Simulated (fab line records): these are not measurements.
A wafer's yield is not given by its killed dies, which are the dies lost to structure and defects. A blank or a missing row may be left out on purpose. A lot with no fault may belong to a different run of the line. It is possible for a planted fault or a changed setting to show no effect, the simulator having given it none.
Which tool did it? -- flow n5 finfet -- 24 lots, 72 wafers sampled, at 6 steps of a route of 1938

WHAT THE GAUGES SHOWED, per wafer
N5_BEOL_M6_CD_MEAS_11: the cd target is 38.5 nm. Usual: cd nm at 38.7 nm, with a standard deviation of 0.52.
lot,measured,on,cd nm (nm),flag
L074,day 9 10:55,cd sem-03,38.5 38.3 39.1,
L076,day 9 14:22,cd sem-03,38.9 39.0 38.9,
L075,day 9 17:49,cd sem-03,38.3 38.0 38.7,
L079,day 10 00:55,cd sem-03,39.1 38.9 38.7,
L078,day 10 04:47,cd sem-02,38.2 38.2 39.6,
L081,day 10 20:29,cd sem-02,38.5 38.9 39.1,
L082,day 10 20:47,cd sem-02,38.6 39.0 38.8,
L077,day 11 05:57,cd sem-02,38.2 37.8 37.8,
L080,day 11 08:38,cd sem-03,39.0 38.8 39.3,
L083,day 11 18:20,cd sem-02,38.3 38.6 38.8,
L084,day 11 19:32,cd sem-03,37.5 37.9 38.1,
L085,day 12 02:43,cd sem-03,39.5 38.6 39.5,
L086,day 12 08:06,cd sem-03,38.1 38.3 38.9,
L088,day 12 12:29,cd sem-01,38.5 38.6 38.8,
L087,day 12 12:44,cd sem-03,38.5 38.9 37.9,
L089,day 13 05:50,cd sem-03,37.8 38.2 38.4,
L090,day 13 06:13,cd sem-03,38.7 38.6 39.0,
L091,day 13 19:04,cd sem-01,38.8 38.4 38.7,
L092,day 13 22:19,cd sem-01,39.1 39.4 39.2,
L094,day 14 04:51,cd sem-01,38.7 38.9 38.3,
L095,day 14 06:58,cd sem-01,38.5 38.5 38.2,
L093,day 14 08:22,cd sem-03,38.5 38.4 38.5,
L096,day 14 13:16,cd sem-01,39.7 38.4 39.0,
L097,day 14 14:07,cd sem-01,39.1 40.0 38.5,

N5_BEOL_M6_OVL_MEAS_12. Usual: M6_OVL typically reads 0.1 nm, with standard deviation 0.73.
lot,measured,on,M6_OVL (nm),flag
L074,day 9 10:56,overlay-01,-0.3 0.1 0.0,
L076,day 9 14:24,overlay-02,-0.7 0.2 0.6,
L075,day 9 17:51,overlay-01,-0.4 -0.4 0.7,
L079,day 10 00:56,overlay-02,-0.4 -0.5 0.6,
L078,day 10 04:49,overlay-02,0.0 -0.7 0.3,
L081,day 10 20:31,overlay-01,-0.6 -0.6 -0.4,
L082,day 10 20:49,overlay-02,0.4 0.8 -0.3,
L077,day 11 05:59,overlay-02,0.8 1.1 0.4,
L080,day 11 08:40,overlay-02,-0.1 0.8 0.1,
L083,day 11 18:22,overlay-01,-0.7 -2.0 -1.0,
L084,day 11 19:34,overlay-02,-0.1 0.8 -0.3,
L085,day 12 02:45,overlay-02,0.4 -1.0 1.3,
L086,day 12 08:08,overlay-01,-0.4 -0.6 -0.1,
L088,day 12 12:31,overlay-02,0.1 -1.0 1.0,
L087,day 12 12:46,overlay-01,0.7 0.1 1.0,
L089,day 13 05:52,overlay-01,1.5 1.2 -0.4,
L090,day 13 06:14,overlay-02,1.7 0.1 -1.2,
L091,day 13 19:05,overlay-01,1.4 -0.2 -1.1,
L092,day 13 22:21,overlay-02,1.7 0.2 1.5,
L094,day 14 04:53,overlay-02,0.1 1.0 -0.1,
L095,day 14 07:00,overlay-01,-0.3 -0.1 0.2,
L093,day 14 08:23,overlay-02,0.5 1.2 0.5,
L096,day 14 13:17,overlay-01,0.1 -0.1 -0.2,
L097,day 14 14:09,overlay-01,-0.9 0.0 -1.6,

WHICH TOOL RAN EACH LOT (tool, then ch and the chambers of the sampled wafers, then the start)
lot,N5_BEOL_M5_DESCUM_33,N5_BEOL_M5_ALD_86,N5_BEOL_M5_ANNEAL_49,N5_BEOL_M5_ANNEAL_82
L074,"rie diel-01 ch 0,3, day 8 23:41","ald metal-01 ch 0,3, day 9 01:29","pvd sputter-03, day 9 02:05","pvd sputter-03, day 9 03:11"
L076,"rie diel-02 ch 1,2, day 9 03:40","ald metal-03 ch 2,3, day 9 04:51","pvd sputter-01, day 9 05:37","pvd sputter-01, day 9 06:41"
L075,"rie diel-02 ch 1,2,3, day 9 07:07","ald metal-03 ch 2,3, day 9 08:43","pvd sputter-02, day 9 10:23","pvd sputter-02, day 9 11:28"
L079,"rie diel-01 ch 1,2,3, day 9 15:37","ald metal-02 ch 2,3, day 9 17:19","pvd sputter-01, day 9 17:58","pvd sputter-01, day 9 19:03"
L078,"rie diel-06 ch 1,3, day 9 20:01","ald metal-03 ch 0,1, day 9 21:09","pvd sputter-03, day 9 21:54","pvd sputter-03, day 9 22:59"
L081,"rie diel-06 ch 0,3, day 10 11:05","ald metal-02 ch 0,1,2, day 10 12:38","pvd sputter-01, day 10 13:21","pvd sputter-01, day 10 14:26"
L082,"rie diel-06 ch 1,2,3, day 10 12:16","ald metal-03 ch 1,3, day 10 13:28","pvd sputter-03, day 10 14:06","pvd sputter-03, day 10 15:11"
L077,"rie diel-01 ch 0,2, day 10 19:56","ald metal-01 ch 0,1, day 10 21:01","pvd sputter-03, day 10 23:05","pvd sputter-03, day 11 00:10"
L080,"rie diel-02 ch 0,1,2, day 10 22:42","ald metal-02 ch 1,2,3, day 11 00:00","pvd sputter-01, day 11 00:42","pvd sputter-01, day 11 01:47"
L083,"rie diel-01 ch 0,1,3, day 11 08:24","ald metal-01 ch 0,1,2, day 11 09:54","pvd sputter-03, day 11 10:30","pvd sputter-03, day 11 11:35"
L084,"rie diel-06 ch 0,1,3, day 11 09:22","ald metal-02 ch 0,1,2, day 11 10:25","pvd sputter-01, day 11 12:37","pvd sputter-01, day 11 13:42"
L085,"rie diel-02 ch 1,2,3, day 11 17:34","ald metal-03 ch 1,2,3, day 11 18:54","pvd sputter-03, day 11 19:29","pvd sputter-03, day 11 20:34"
L086,"rie diel-02 ch 0,1,3, day 11 21:25","ald metal-02 ch 0,2,3, day 11 22:35","pvd sputter-02, day 11 23:20","pvd sputter-02, day 12 00:25"
L088,"rie diel-06 ch 1,2,3, day 12 01:40","ald metal-02 ch 0,2,3, day 12 02:49","pvd sputter-03, day 12 03:47","pvd sputter-03, day 12 04:53"
L087,"rie diel-01 ch 0,1,2, day 12 03:37","ald metal-01 ch 1,2, day 12 05:07","pvd sputter-01, day 12 05:47","pvd sputter-01, day 12 06:52"
L089,"rie diel-01 ch 1,2, day 12 18:56","ald metal-01 ch 0,1,2, day 12 20:35","pvd sputter-03, day 12 21:55","pvd sputter-03, day 12 23:00"
L090,"rie diel-06 ch 0,2, day 12 19:23","ald metal-02 ch 0,2,3, day 12 20:43","pvd sputter-01, day 12 22:16","pvd sputter-01, day 12 23:22"
L091,"rie diel-02 ch 2,3, day 13 08:17","ald metal-03 ch 0,1,3, day 13 10:19","pvd sputter-01, day 13 10:58","pvd sputter-01, day 13 12:02"
L092,"rie diel-02 ch 0,2, day 13 13:38","ald metal-03 ch 0,3, day 13 14:49","pvd sputter-02, day 13 15:26","pvd sputter-02, day 13 16:31"
L094,"rie diel-06 ch 0,2,3, day 13 18:56","ald metal-01 ch 0,2, day 13 21:26","pvd sputter-01, day 13 21:59","pvd sputter-01, day 13 23:05"
L095,"rie diel-06 ch 0,1,3, day 13 21:16","ald metal-03 ch 0,2,3, day 13 22:40","pvd sputter-03, day 13 23:52","pvd sputter-03, day 14 00:57"
L093,"rie diel-01 ch 0,1,3, day 13 21:40","ald metal-01 ch 0,2, day 13 22:49","pvd sputter-02, day 14 01:02","pvd sputter-02, day 14 02:08"
L096,"rie diel-02 ch 0,1,2, day 14 02:23","ald metal-03 ch 0,3, day 14 03:43","pvd sputter-01, day 14 04:32","pvd sputter-01, day 14 05:37"
L097,"rie diel-06 ch 0,1,2, day 14 04:34","ald metal-01 ch 1,2,3, day 14 06:06","pvd sputter-02, day 14 06:39","pvd sputter-02, day 14 07:44"
- N5_BEOL_M5_DESCUM_33: chemistry O2, time 7 s.
- N5_BEOL_M5_ALD_86: deposits TaN, pulse time 2 s, purge time 3 s, co reactant purge time 2 s.
- N5_BEOL_M5_ANNEAL_49: time 1800 s.
- N5_BEOL_M5_ANNEAL_82: time 1800 s.

WHAT THE TOOLS THEMSELVES READ (means of the sampled wafers that have a number; where no wafer has one, the mark that the record gives instead)
N5_BEOL_M5_DESCUM_33. Usual: drypump motor current A 5.8 A, standard deviation 0.42; oes product au 0.78 a.u., standard deviation 0.085; rf vpp V 242.7 V, standard deviation 1.1; showerhead plenum p Torr 2.07 Torr, standard deviation 0.05; throttle valve pct 20.49 %, standard deviation 0.26.
lot,tool,drypump motor current A (A),oes product au (a.u.),rf vpp V (V),showerhead plenum p Torr (Torr),throttle valve pct (%),flag
L074,rie diel-01,6.2,0.82,242.6,2.03,20.33,
L076,rie diel-02,5.9,0.70,242.5,2.08,20.74,
L075,rie diel-02,6.0,0.75,243.0,2.10,20.61,
L079,rie diel-01,5.8,0.75,241.9,2.04,20.41,
L078,rie diel-06,5.3,0.73,243.2,2.13,20.46,
L081,rie diel-06,5.3,0.79,244.2,2.12,20.65,
L082,rie diel-06,5.6,0.72,242.8,2.11,20.55,
L077,rie diel-01,6.2,0.87,242.2,2.07,20.23,
L080,rie diel-02,5.6,0.86,242.7,2.07,20.49,
L083,rie diel-01,6.0,0.80,241.3,2.01,20.23,
L084,rie diel-06,5.4,0.78,242.9,2.10,20.47,
L085,rie diel-02,6.0,0.83,243.3,2.09,20.53,
L086,rie diel-02,5.7,0.88,242.9,2.05,20.45,
L088,rie diel-06,5.6,0.71,243.8,2.11,20.57,
L087,rie diel-01,5.9,0.79,243.1,2.04,20.27,
L089,rie diel-01,5.6,0.73,241.7,2.01,20.32,
L090,rie diel-06,5.8,0.83,242.0,2.07,20.75,
L091,rie diel-02,6.2,0.75,244.0,2.11,20.52,
L092,rie diel-02,5.3,0.77,242.7,2.06,20.48,
L094,rie diel-06,5.7,0.76,242.9,2.10,20.76,
L095,rie diel-06,5.4,0.76,242.8,2.10,20.48,
L093,rie diel-01,6.0,0.78,241.2,2.00,20.26,
L096,rie diel-02,5.6,0.81,243.0,2.06,20.53,
L097,rie diel-06,5.8,0.76,242.5,2.08,20.57,

N5_BEOL_M5_ALD_86. Usual: heater power outer w 223 W, standard deviation 19; heater power w 405 W, standard deviation 34.
lot,tool,heater power outer w (W),heater power w (W),flag
L074,ald metal-01,233,425,
L076,ald metal-03,233,415,
L075,ald metal-03,217,379,
L079,ald metal-02,225,386,
L078,ald metal-03,223,424,
L081,ald metal-02,220,390,
L082,ald metal-03,195,366,
L077,ald metal-01,206,388,
L080,ald metal-02,223,387,
L083,ald metal-01,217,400,
L084,ald metal-02,222,393,
L085,ald metal-03,213,392,
L086,ald metal-02,234,407,
L088,ald metal-02,231,406,
L087,ald metal-01,211,400,
L089,ald metal-01,217,403,
L090,ald metal-02,231,412,
L091,ald metal-03,215,393,
L092,ald metal-03,215,386,
L094,ald metal-01,228,428,
L095,ald metal-03,229,419,
L093,ald metal-01,226,418,
L096,ald metal-03,218,390,
L097,ald metal-01,215,405,

N5_BEOL_M5_ANNEAL_49. Usual: heater power w at 807 W, with a standard deviation of 97.
lot,tool,heater power w (W),flag
L074,pvd sputter-03,754,
L076,pvd sputter-01,920,
L075,pvd sputter-02,794,
L079,pvd sputter-01,803,
L078,pvd sputter-03,762,
L081,pvd sputter-01,749,
L082,pvd sputter-03,766,
L077,pvd sputter-03,731,
L080,pvd sputter-01,833,
L083,pvd sputter-03,743,
L084,pvd sputter-01,834,
L085,pvd sputter-03,734,
L086,pvd sputter-02,843,
L088,pvd sputter-03,770,
L087,pvd sputter-01,916,
L089,pvd sputter-03,766,
L090,pvd sputter-01,946,
L091,pvd sputter-01,799,
L092,pvd sputter-02,738,
L094,pvd sputter-01,828,
L095,pvd sputter-03,742,
L093,pvd sputter-02,801,
L096,pvd sputter-01,808,
L097,pvd sputter-02,796,

N5_BEOL_M5_ANNEAL_82. Usual: heater power w at 807 W, with a standard deviation of 95.
lot,tool,heater power w (W),flag
L074,pvd sputter-03,754,
L076,pvd sputter-01,912,
L075,pvd sputter-02,799,
L079,pvd sputter-01,805,
L078,pvd sputter-03,764,
L081,pvd sputter-01,740,
L082,pvd sputter-03,761,
L077,pvd sputter-03,747,
L080,pvd sputter-01,838,
L083,pvd sputter-03,753,
L084,pvd sputter-01,831,
L085,pvd sputter-03,742,
L086,pvd sputter-02,846,
L088,pvd sputter-03,759,
L087,pvd sputter-01,932,
L089,pvd sputter-03,772,
L090,pvd sputter-01,939,
L091,pvd sputter-01,807,
L092,pvd sputter-02,731,
L094,pvd sputter-01,837,
L095,pvd sputter-03,751,
L093,pvd sputter-02,803,
L096,pvd sputter-01,798,
L097,pvd sputter-02,789,

THE ANSWER, worked out from the rows above alone
Rule: take the mean of a lot's wafers that have a number; if it is more than 3 standard deviations from the usual mean, the lot is off. A lot without any number at a reading at which 4 lots or more have one is off too. All remaining lots with rows at the step are treated as sound. After the gauges, taken in route order, come the tools' own readings; for these a lot's mean is taken, as printed above. At the first step where some lot is off, the reading lying furthest off is the one used; lots without a number count as furthest.
No lot is off at any reading shown: from this, nothing can be told.

WHAT THE SIMULATOR HAD INSERTED
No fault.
